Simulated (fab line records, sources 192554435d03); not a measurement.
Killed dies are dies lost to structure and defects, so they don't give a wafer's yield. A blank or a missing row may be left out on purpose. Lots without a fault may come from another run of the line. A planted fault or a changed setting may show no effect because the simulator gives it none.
fab line records | flow n5_finfet
record lots=6 wafers=18 last_day=18
route steps=1938 shown BEOL_M2@911 BEOL_M4@1111 PASSIVATION@1936
lots that met no fault: from a run of the same line without faults
start_h: hours from the record's first day to the start of the lot's first wafer shown | wait_h: hours since the lot's step before | " the same as in the row above | L1.1+2: a row that stands for several wafers | - no value, or no start given | * or withheld: withheld | < > ~ a bound
route shown NAME@n: a module of which the file shows steps, and the number in the route of the first | usual: mean/standard deviation of fault-free wafers | same: alike in all rows | chamber/n: place in a boat | sites: the reading at each site | _std_site: their standard deviation | _edge_site: outer sites' mean less inner sites' | radius_mm: how far each site lies from the wafer's centre | mask NAME#n: copy n | behind: the tool/chamber that last shaped the wafer | hold: why the lot was held/for how many hours/how that ended | device: the transistor (n, p or np) that didn't switch | end of line: the same wafers' tests at the end of the route | a step without rows: its recipe alone | killed: dies lost to structure and defects at the first sort, not the wafer's yield | map: a wafer's dies, x killed, . not, _ none there
set.NAME: the setting as run; set.NAME@STEP: as run at that earlier step | model.NAME: the simulator's own value behind a step, which no gauge read
lots at some steps of the route; a table a step, a row a wafer
services: from which hour (start_h, from the record's first day; less than 0 if before it) a tool's chamber was out of use, for how many hours, and why
## steps
# step N5_BEOL_M2_ANNEAL_87
# recipe temp_c=400 time_s=240 ambient=vacuum
# usual heater_power_w=841/54
# columns lot.wafer tool chamber start_h wait_h heater_power_w
L249.1 pvd_sputter-01 - 160.75 0.0 734
L249.2 " - " " 910
L249.5 " - " " 852
L256.1 pvd_sputter-02 - 198.92 0.0 820
L256.3 " - " " 874
L256.5 " - " " 850
L260.3 pvd_sputter-01 - 226.59 0.0 909
L260.4 " - " " 895
L260.6 " - " " 936
L263.1 pvd_sputter-02 - 236.85 0.0 831
L263.3 " - " " 789
L263.5 " - " " 779
L269.2 pvd_sputter-03 - 272.73 0.0 832
L269.3 " - " " 900
L269.4 " - " " 790
L270.4 pvd_sputter-03 - 291.07 0.0 841
L270.5 " - " " 889
L270.6 " - " " 848
# step N5_BEOL_M2_SPUTTER_88
# recipe material=Cu target_thk_a=45 temp_c=-20 chamber_pressure_pa=0.07 power_w=withheld time_s=8.29
# step N5_BEOL_M2_ANNEAL_89
# recipe temp_c=400 time_s=240 ambient=vacuum
# step N5_BEOL_M2_SPUTTER_90
# recipe material=Cu target_thk_a=45 temp_c=-20 chamber_pressure_pa=0.07 power_w=withheld time_s=8.29
# usual throttle_valve_pct=30.5/0.84
# columns lot.wafer tool chamber start_h wait_h throttle_valve_pct
L249.1 pvd_sputter-01 - 161.11 0.1 31.7
L249.2 " - " " 29.9
L249.5 " - " " 31.2
L256.1 pvd_sputter-02 - 199.28 0.1 30.4
L256.3 " - " " 30.5
L256.5 " - " " 30.7
L260.3 pvd_sputter-01 - 226.95 0.1 30.4
L260.4 " - " " 30.4
L260.6 " - " " 30.1
L263.1 pvd_sputter-02 - 237.21 0.1 30.3
L263.3 " - " " 30.0
L263.5 " - " " 29.8
L269.2 pvd_sputter-03 - 273.09 0.1 29.2
L269.3 " - " " 32.2
L269.4 " - " " 31.0
L270.4 pvd_sputter-03 - 291.43 0.1 29.1
L270.5 " - " " 32.2
L270.6 " - " " 29.5
# step N5_BEOL_M2_ANNEAL_91
# recipe temp_c=400 time_s=240 ambient=vacuum
# usual heater_power_w=842/55
# columns lot.wafer tool chamber start_h wait_h heater_power_w
L249.1 pvd_sputter-01 - 161.19 0.0 755
L249.2 " - " " 914
L249.5 " - " " 829
L256.1 pvd_sputter-02 - 199.36 0.0 827
L256.3 " - " " 919
L256.5 " - " " 804
L260.3 pvd_sputter-01 - 227.03 0.0 941
L260.4 " - " " 857
L260.6 " - " " 937
L263.1 pvd_sputter-02 - 237.29 0.0 828
L263.3 " - " " 779
L263.5 " - " " 773
L269.2 pvd_sputter-03 - 273.17 0.0 828
L269.3 " - " " 904
L269.4 " - " " 783
L270.4 pvd_sputter-03 - 291.51 0.0 832
L270.5 " - " " 917
L270.6 " - " " 847
# step N5_BEOL_M2_SPUTTER_92
# recipe material=Cu target_thk_a=45 temp_c=-20 chamber_pressure_pa=0.07 power_w=withheld time_s=8.29
# step N5_BEOL_M2_ANNEAL_93
# recipe temp_c=400 time_s=240 ambient=vacuum
# step N5_BEOL_M2_SPUTTER_94
# recipe material=Cu target_thk_a=45 temp_c=-20 chamber_pressure_pa=0.07 power_w=withheld time_s=8.29
# usual throttle_valve_pct=30.5/0.83
# columns lot.wafer tool chamber start_h wait_h throttle_valve_pct
L249.1 pvd_sputter-01 - 161.55 0.1 31.9
L249.2 " - " " 30.4
L249.5 " - " " 31.4
L256.1 pvd_sputter-02 - 199.72 0.1 30.7
L256.3 " - " " 30.5
L256.5 " - " " 30.5
L260.3 pvd_sputter-01 - 227.39 0.1 30.2
L260.4 " - " " 30.4
L260.6 " - " " 30.3
L263.1 pvd_sputter-02 - 237.65 0.1 30.5
L263.3 " - " " 29.7
L263.5 " - " " 29.9
L269.2 pvd_sputter-03 - 273.53 0.1 29.0
L269.3 " - " " 32.2
L269.4 " - " " 31.3
L270.4 pvd_sputter-03 - 291.87 0.1 29.4
L270.5 " - " " 32.0
L270.6 " - " " 29.7
# step N5_BEOL_M2_ANNEAL_95
# recipe temp_c=400 time_s=240 ambient=vacuum
# usual heater_power_w=842/56
# columns lot.wafer tool chamber start_h wait_h heater_power_w
L249.1 pvd_sputter-01 - 161.63 0.0 737
L249.2 " - " " 945
L249.5 " - " " 838
L256.1 pvd_sputter-02 - 199.80 0.0 817
L256.3 " - " " 899
L256.5 " - " " 788
L260.3 pvd_sputter-01 - 227.47 0.0 912
L260.4 " - " " 886
L260.6 " - " " 941
L263.1 pvd_sputter-02 - 237.73 0.0 833
L263.3 " - " " 778
L263.5 " - " " 779
L269.2 pvd_sputter-03 - 273.61 0.0 817
L269.3 " - " " 928
L269.4 " - " " 781
L270.4 pvd_sputter-03 - 291.95 0.0 825
L270.5 " - " " 892
L270.6 " - " " 849
# step N5_BEOL_M2_SPUTTER_96
# recipe material=Cu target_thk_a=45 temp_c=-20 chamber_pressure_pa=0.07 power_w=withheld time_s=8.29
# step N5_BEOL_M2_ECD_50
# recipe material=Cu target_thk_a=3000
# step N5_BEOL_M2_ANNEAL_51
# recipe temp_c=225 time_s=90 ambient=N2
# step N5_BEOL_M2_CMP_52
# recipe stop_on=SiOC t_overpolish_s=6.8 down_force_psi=1 platen_rpm=50 clearing_platen_down_force_psi=1.5 clearing_platen_rpm=50 post_cmp_clean=cu_alkaline target_thk_nm=40 clearing_platen_pad_velocity_m_s=0.99484 pad_velocity_m_s=0.99484
# usual barrier_field_endpoint_s=24.8/0.78 head_pressure_psi=0.9999/0.0023 motor_current_A=6.1/0.67 overpolish_run_s=6.799/0.0092 time_to_endpoint_s=62/4.4
# columns lot.wafer tool chamber start_h wait_h barrier_field_endpoint_s head_pressure_psi motor_current_A overpolish_run_s time_to_endpoint_s model.SiOC_of_BEOL_M2_ILD_DEP_00.thk_nm
L249.1 cmp-03 3 162.26 0.3 23.5 1.0013 6.0 6.804 54 75.4
L249.2 " 2 " " 24.1 0.9975 5.9 6.792 60 74.6
L249.5 " 3 " " 24.3 0.9973 6.1 6.786 56 76.4
L256.3 cmp-03 2 200.44 0.2 13.4 1.0010 5.9 6.792 35 72.8
L256.1 " 1 " " 24.8 0.9998 6.1 6.798 65 74.8
L256.5 " 3 " " 23.5 0.9956 6.1 6.800 63 76.6
L260.3 cmp-03 1 228.10 0.2 14.1 0.9969 6.2 6.790 33 72.8
L260.4 " 2 " " 13.8 0.9988 6.2 6.798 32 76
L260.6 " 2 " " 25.3 1.0023 6.1 6.805 58 75.2
L263.1 cmp-01 1 238.71 0.6 25.5 0.9970 6.8 6.794 61 76.6
L263.3 " 2 " " 25.1 0.9965 6.2 6.785 63 75.8
L263.5 " 3 " " 25.3 0.9970 5.5 6.794 60 76.8
L269.2 cmp-02 3 274.39 0.2 25.6 0.9998 5.3 6.794 70 73
L269.4 " 1 " " 26.3 1.0020 5.8 6.799 70 74.2
L269.3 " 2 " " 25.2 1.0011 6.8 6.804 64 73
L270.4 cmp-02 1 292.70 0.2 24.9 1.0006 5.9 6.791 69 76.4
L270.6 " 2 " " 24.1 0.9957 6.6 6.803 65 76
L270.5 " 3 " " 25.2 0.9972 5.2 6.802 67 75.6
# step N5_BEOL_M4_RC_MEAS_101
# usual DIBL_N=35.4/2.1 DIBL_P=34.8/2.6 IOFF_N=0.15/0.037 IOFF_P=0.19/0.037 ION_N=677/16 ION_P=462/9.3 SS_N=71.4/0.75 SS_P=72.9/0.77 VT_N=250/3.7 VT_P=-251/3.5
# columns lot.wafer tool chamber start_h wait_h DIBL_N[mV/V] DIBL_P[mV/V] IOFF_N[nA/um] IOFF_P[nA/um] ION_N[uA/um] ION_P[uA/um] SS_N[mV/dec] SS_P[mV/dec] VT_N[mV] VT_P[mV]
L249.1 prober-02 0 183.59 0.0 31.6 28.4 0.09 0.16 664 473 70.1 72.4 255 -252
L249.2 " 0 " " 35.5 33.2 0.14 0.21 680 470 71.0 72.9 250 -249
L249.5 " 0 " " 34.3 31.4 0.13 0.18 680 463 70.9 72.7 248 -249
L256.1 prober-01 0 225.90 0.0 34.1 34.0 0.14 0.21 674 470 71.2 72.5 248 -249
L256.3 " 0 " " 33.8 33.4 0.12 0.20 660 461 70.9 73.0 255 -249
L256.5 " 0 " " 32.5 31.7 0.11 0.18 666 469 70.3 72.1 252 -249
L260.3 prober-02 0 258.64 0.3 32.9 32.4 0.14 0.18 687 467 70.5 72.3 247 -249
L260.4 " 0 " " 33.6 32.4 0.14 0.18 691 469 71.7 72.3 247 -252
L260.6 " 0 " " 37.6 36.2 0.22 0.23 688 464 72.7 73.0 245 -248
L263.1 prober-02 0 260.65 0.0 36.6 35.0 0.14 0.18 642 445 71.3 73.3 252 -255
L263.3 " 0 " " 35.0 32.9 0.11 0.13 649 440 71.7 71.8 257 -259
L263.5 " 0 " " 38.2 37.5 0.18 0.20 656 450 72.4 73.2 252 -254
L269.2 prober-01 0 303.96 0.4 34.6 33.3 0.14 0.18 689 466 70.8 73.1 249 -250
L269.3 " 0 " " 34.0 33.2 0.13 0.18 675 467 71.4 72.7 251 -249
L269.4 " 0 " " 36.0 35.2 0.17 0.20 711 477 71.4 73.9 246 -252
L270.4 prober-01 0 327.77 0.5 34.0 33.9 0.13 0.20 675 474 70.4 71.8 249 -246
L270.5 " 0 " " 33.2 32.4 0.12 0.19 665 467 70.2 71.5 251 -248
L270.6 " 0 " " 35.3 34.1 0.14 0.19 678 465 72.1 72.5 252 -249
# step N5_PASSIVATION_PROBE_49
# usual defect_limited_yield=90.5/1.7 killed_at_M0_to_M3=37/12 killed_at_M4_up=14/5.2 killed_at_contacts=12/5.9 killed_at_front_end=45/14 killed_at_other=3.5/2.8 killed_dies=112/21 killed_open=73/15 killed_short=36/8.9 sort_bin_5_function=5.6/1.2 sort_bin_6_memory=3.5/0.68 sort_bin_8_speed=0.01/0.1 sort_n_pass=1068/21 sort_yield_pct=90.5/1.8
# same gross_dies=1180 killed_at_back_side=0 sort_bin_4_leakage[%]=0
# columns lot.wafer tool chamber start_h wait_h defect_limited_yield[%] killed_at_M0_to_M3 killed_at_M4_up killed_at_contacts killed_at_front_end killed_at_other killed_dies killed_open killed_short sort_bin_5_function[%] sort_bin_6_memory[%] sort_bin_8_speed[%] sort_n_pass sort_yield_pct[%]
L249.1 prober-02 - 300.92 0.0 91.8 33 20 2 39 3 97 70 27 4.8 3.0 0 1083 91.8
L249.2 prober-02 - 300.97 0.1 88.1 47 20 5 65 3 140 92 47 6.6 4.9 0 1040 88.1
L249.5 prober-02 - 301.12 0.2 91.5 29 11 11 47 2 100 60 40 5.3 2.5 0 1080 91.5
L256.1 prober-02 - 332.72 0.0 93.6 24 11 3 34 3 75 44 29 3.8 2.2 0 1105 93.6
L256.3 prober-02 - 332.82 0.1 91.8 33 23 6 28 7 97 64 33 4.2 3.6 0 1083 91.8
L256.5 prober-02 - 332.92 0.2 91.4 46 20 8 23 4 101 53 42 4.8 3.1 0 1079 91.4
L260.3 prober-02 - 371.85 0.1 91.4 36 19 13 27 7 102 64 28 4.6 3.1 0 1078 91.4
L260.4 prober-02 - 371.90 0.2 91.9 28 13 11 41 3 96 53 32 4.2 3.1 0 1084 91.9
L260.6 prober-02 - 372.00 0.3 92.0 31 15 22 24 2 94 60 29 5.0 3.0 0 1086 92.0
L263.1 prober-02 - 374.86 0.0 88.8 48 13 9 51 11 132 83 46 6.9 3.8 0 1048 88.8
L263.3 prober-02 - 374.96 0.1 89.8 47 14 21 34 4 120 68 47 5.7 4.2 0.17 1058 89.7
L263.5 prober-02 - 375.06 0.2 85.4 74 19 33 44 2 172 111 60 9.2 4.8 0 1008 85.4
L269.2 prober-01 - 407.28 0.1 90.3 33 11 15 41 15 115 78 34 5.9 3.6 0 1065 90.3
L269.3 prober-01 - 407.33 0.1 88.4 26 31 3 64 13 137 82 49 6.5 4.2 0 1043 88.4
L269.4 prober-01 - 407.38 0.2 90.1 28 9 7 63 10 117 63 53 6.0 3.3 0 1063 90.1
L270.4 prober-01 - 436.54 0.2 90.8 41 17 19 30 1 108 69 31 4.7 3.6 0 1072 90.8
L270.5 prober-01 - 436.59 0.2 91.6 32 21 12 34 0 99 67 29 4.7 3.4 0 1081 91.6
L270.6 prober-01 - 436.64 0.3 90.1 52 18 21 26 0 117 79 34 5.7 3.7 0 1063 90.1
# killed by level:class
L249.1 BEOL_M3:geometric_particle:open=11 BEOL_M4:geometric_particle:open=11 FIN_SAQP:geometric_particle:open=10 BEOL_M2:geometric_particle:open=10 FIN_SAQP:geometric_particle:short=7 DUMMY_GATE:geometric_particle:open=6 GATE_CUT:geometric_particle:open=4 GATE_CUT:geometric_particle:short=4
L249.2 FIN_SAQP:geometric_particle:open=17 FIN_SAQP:geometric_particle:short=17 STI_FIN_REVEAL:geometric_particle:open=14 BEOL_M4:geometric_particle:open=12 BEOL_M0_SAQP:geometric_particle:open=10 BEOL_M0_SAQP:geometric_particle:short=10 BEOL_M2:geometric_particle:open=10 BEOL_M3:geometric_particle:open=10
L249.5 MOL_CONTACT_COAG:geometric_particle:open=11 FIN_SAQP:geometric_particle:short=9 STI_FIN_REVEAL:geometric_particle:open=8 GATE_CUT:geometric_particle:short=8 BEOL_M3:geometric_particle:open=7 FIN_SAQP:geometric_particle:open=6 BEOL_M0:geometric_particle:short=6 BEOL_M4:geometric_particle:open=6
L256.1 FIN_SAQP:geometric_particle:short=10 FIN_SAQP:geometric_particle:open=6 BEOL_M0_SAQP:geometric_particle:short=6 BEOL_M2:geometric_particle:open=6 DUMMY_GATE:geometric_particle:open=3 GATE_CUT:geometric_particle:open=3 MOL_CONTACT_COAG:geometric_particle:open=3 BEOL_M8:geometric_particle:open=3
L256.3 BEOL_M4:geometric_particle:open=10 FIN_SAQP:geometric_particle:short=9 BEOL_M1:geometric_particle:open=9 FIN_SAQP:geometric_particle:open=8 BEOL_M3:geometric_particle:open=8 BEOL_M2:geometric_particle:open=7 MOL_CONTACT_COAG:geometric_particle:open=5 BEOL_M1:geometric_particle:short=5
L256.5 BEOL_M0_SAQP:geometric_particle:open=11 BEOL_M0_SAQP:geometric_particle:short=10 BEOL_M2:geometric_particle:open=10 BEOL_M4:geometric_particle:short=6 FIN_SAQP:geometric_particle:short=4 DUMMY_GATE:geometric_particle:open=4 MOL_CONTACT_COAG:geometric_particle:short=4 BEOL_M2:geometric_particle:short=4
L260.3 BEOL_M3:geometric_particle:open=12 MOL_CONTACT_COAG:geometric_particle:open=11 HKMG_FIN:area_etch=7 BEOL_M5:geometric_particle:open=6 BEOL_M3:geometric_particle:short=5 STI_FIN_REVEAL:geometric_particle:open=4 BEOL_M2:geometric_particle:open=4 BEOL_M4:geometric_particle:open=4
L260.4 BEOL_M1:geometric_particle:open=11 FIN_SAQP:geometric_particle:short=10 HKMG_FIN:area_etch=9 MOL_CONTACT_COAG:geometric_particle:open=8 FIN_SAQP:geometric_particle:open=7 GATE_CUT:geometric_particle:short=7 BEOL_M2:geometric_particle:open=6 BEOL_M4:geometric_particle:open=5
L260.6 MOL_CONTACT_COAG:geometric_particle:open=15 BEOL_M1:geometric_particle:open=6 BEOL_M4:geometric_particle:open=6 FIN_SAQP:geometric_particle:open=5 BEOL_M0_SAQP:geometric_particle:short=5 BEOL_M3:geometric_particle:open=5 STARTING-WAFER:geometric_particle:short=4 GATE_CUT:geometric_particle:open=3
L263.1 BEOL_M3:geometric_particle:open=15 FIN_SAQP:geometric_particle:short=10 STI_FIN_REVEAL:geometric_particle:open=10 DUMMY_GATE:geometric_particle:open=9 MOL_CONTACT_COAG:geometric_particle:open=8 BEOL_M0_SAQP:geometric_particle:short=8 FIN_SAQP:geometric_particle:open=6 GATE_CUT:geometric_particle:short=5
L263.3 MOL_CONTACT_COAG:geometric_particle:open=15 BEOL_M3:geometric_particle:open=10 FIN_SAQP:geometric_particle:short=9 BEOL_M0_SAQP:geometric_particle:short=9 BEOL_M0_SAQP:geometric_particle:open=8 BEOL_M4:geometric_particle:open=7 STI_FIN_REVEAL:geometric_particle:open=5 MOL_CONTACT_COAG:geometric_particle:short=5
L263.5 MOL_CONTACT_COAG:geometric_particle:open=23 BEOL_M0_SAQP:geometric_particle:short=20 BEOL_M1:geometric_particle:open=16 BEOL_M3:geometric_particle:open=15 BEOL_M0_SAQP:geometric_particle:open=14 FIN_SAQP:geometric_particle:short=13 FIN_SAQP:geometric_particle:open=10 MOL_CONTACT_COAG:geometric_particle:short=10
L269.2 FIN_SAQP:geometric_particle:short=14 MOL_CONTACT_COAG:geometric_particle:open=13 FIN_SAQP:geometric_particle:open=9 BEOL_M3:geometric_particle:open=8 MIM_TOP:geometric_particle:open=7 BEOL_M0_SAQP:geometric_particle:short=6 BEOL_M0_SAQP:geometric_particle:open=5 BEOL_M1:geometric_particle:open=5
L269.3 STI_FIN_REVEAL:geometric_particle:open=24 BEOL_M4:geometric_particle:open=10 FIN_SAQP:geometric_particle:short=7 BEOL_M5:geometric_particle:open=6 GATE_CUT:geometric_particle:short=5 BEOL_M0_SAQP:geometric_particle:open=5 BEOL_M1:geometric_particle:short=5 BEOL_M1:geometric_particle:open=5
L269.4 STI_FIN_REVEAL:geometric_particle:open=16 FIN_SAQP:geometric_particle:short=11 GATE_CUT:geometric_particle:short=8 FIN_SAQP:geometric_particle:open=6 GATE_CUT:geometric_particle:open=6 BEOL_M2:geometric_particle:open=6 MOL_CONTACT_COAG:geometric_particle:open=5 BEOL_M0:geometric_particle:short=5
L270.4 MOL_CONTACT_COAG:geometric_particle:open=15 BEOL_M0_SAQP:geometric_particle:open=14 BEOL_M0_SAQP:geometric_particle:short=9 BEOL_M1:geometric_particle:open=6 BEOL_M4:geometric_particle:open=5 DUMMY_GATE:geometric_particle:open=4 MOL_CONTACT_COAG:geometric_particle:short=4 BEOL_M2:geometric_particle:open=4
L270.5 BEOL_M0_SAQP:geometric_particle:short=15 MOL_CONTACT_COAG:geometric_particle:open=9 FIN_SAQP:geometric_particle:open=9 GATE_CUT:geometric_particle:open=8 BEOL_M4:geometric_particle:open=8 BEOL_M0_SAQP:geometric_particle:open=6 FIN_SAQP:geometric_particle:short=4 BEOL_M1:geometric_particle:open=4
L270.6 BEOL_M0_SAQP:geometric_particle:open=19 MOL_CONTACT_COAG:geometric_particle:open=17 BEOL_M0_SAQP:geometric_particle:short=13 BEOL_M4:geometric_particle:open=9 BEOL_M2:geometric_particle:open=8 STI_FIN_REVEAL:geometric_particle:open=7 FIN_SAQP:geometric_particle:open=5 STI_FIN_REVEAL:geometric_particle:short=4
## services
# columns tool chamber start_h hours kind
pvd_sputter-01 - 137.28 15.4 repair
cmp-01 - 138.97 12.9 pm
cmp-01 - 152.89 1.3 repair
cmp-03 - 200.72 4.6 pm
cmp-03 - 215.20 0.3 repair
cmp-03 - 218.81 6.2 pm
cmp-02 - 240.93 4.0 pm
cmp-02 - 244.93 - consumable_replace:conditioner
cmp-02 - 244.93 - consumable_replace:pad
cmp-03 - 265.13 2.8 repair
cmp-03 - 276.80 1.5 repair
pvd_sputter-02 - 288.91 7.9 repair
## key
first_sign step=N5_BEOL_M2_CMP_52 reading=barrier_field_endpoint_s direction=down sigmas=14 usual=24.8 struck=13.7
effect step=N5_BEOL_M2_CMP_52 reading=time_to_endpoint_s direction=down sigmas=6.5 usual=* struck=*
model_effect step=N5_BEOL_M2_CMP_52 value=SiOC_of_BEOL_M2_ILD_DEP_00.thk_nm without=76.27 struck=73.87
met_at N5_BEOL_M2_CMP_52
struck_wafers L256.3,L260.3,L260.4
onset_between 162.26 200.44
fault kind=process_parameter_drift tool=cmp-03 chamber=- onset_h=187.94 steps=N5_BEOL_M2_CMP_52 channel=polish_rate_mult offset=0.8 shape=step end_h=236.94 scope=struck_wafers_only
